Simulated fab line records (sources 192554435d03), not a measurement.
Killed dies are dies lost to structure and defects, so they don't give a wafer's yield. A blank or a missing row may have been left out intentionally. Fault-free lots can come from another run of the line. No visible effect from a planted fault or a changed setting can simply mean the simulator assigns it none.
Matching of chambers | flow n5Finfet | rieDiel-02 running N5_BEOL_M1_ETCH_63: 4 sister chambers
The step etches SiARC in CF4, target depth 15.6 nm, time 26 s. 8 wafers are shown with their chamber, then 9 later ones without.

WAFERS WITH THEIR CHAMBER
wafer  | chamber | drypumpMotorCurrentA (A) | throttleValvePct (%)
L078.4 | 0       | 6.0                      | 16.01
L077.5 | 0       | 6.1                      | 16.01
L077.6 | 1       | 5.9                      | 15.22
L079.2 | 1       | 5.9                      | 15.22
L079.6 | 2       | 5.6                      | 15.39
L085.2 | 3       | 4.7                      | 15.85
L085.5 | 2       | 5.6                      | 15.43
L085.6 | 3       | 4.7                      | 15.85

WAFERS MISSING THEIR CHAMBER
wafer  | drypumpMotorCurrentA (A) | throttleValvePct (%)
L092.1 | 4.8                      | 15.89
L092.4 | 6.0                      | 16.06
L092.5 | 4.7                      | 15.87
L093.1 | 4.8                      | 15.89
L093.4 | 6.0                      | 16.05
L093.6 | 5.9                      | 15.26
L097.2 | 6.0                      | 16.07
L097.4 | 5.9                      | 15.27
L097.6 | 4.8                      | 15.91

CHAMBER TAKEN BY EACH
wafer  | from the rows above | in truth
L092.1 | 3                   | 3
L092.4 | 0                   | 0
L092.5 | 3                   | 3
L093.1 | 3                   | 3
L093.4 | 0                   | 0
L093.6 | 1                   | 1
L097.2 | 0                   | 0
L097.4 | 1                   | 1
L097.6 | 3                   | 3
Placed correctly: 9 of 9. From these rows, 0 cannot be placed. Wrongly placed: 0.
How it was worked out, from the rows above alone: a wafer's distance from a chamber is the root of the sum, over the readings, of the square of ((its reading less the chamber's mean) divided by the reading's scatter). If the next closest chamber is less than 2 further off than the closest, the wafer can't be placed; otherwise it belongs to the closest. A chamber's mean is the mean of its shown wafers. The scatter is the square root of a quotient: the sum, over the shown wafers, of each reading's squared deviation from its chamber's mean, divided by wafers minus chambers.
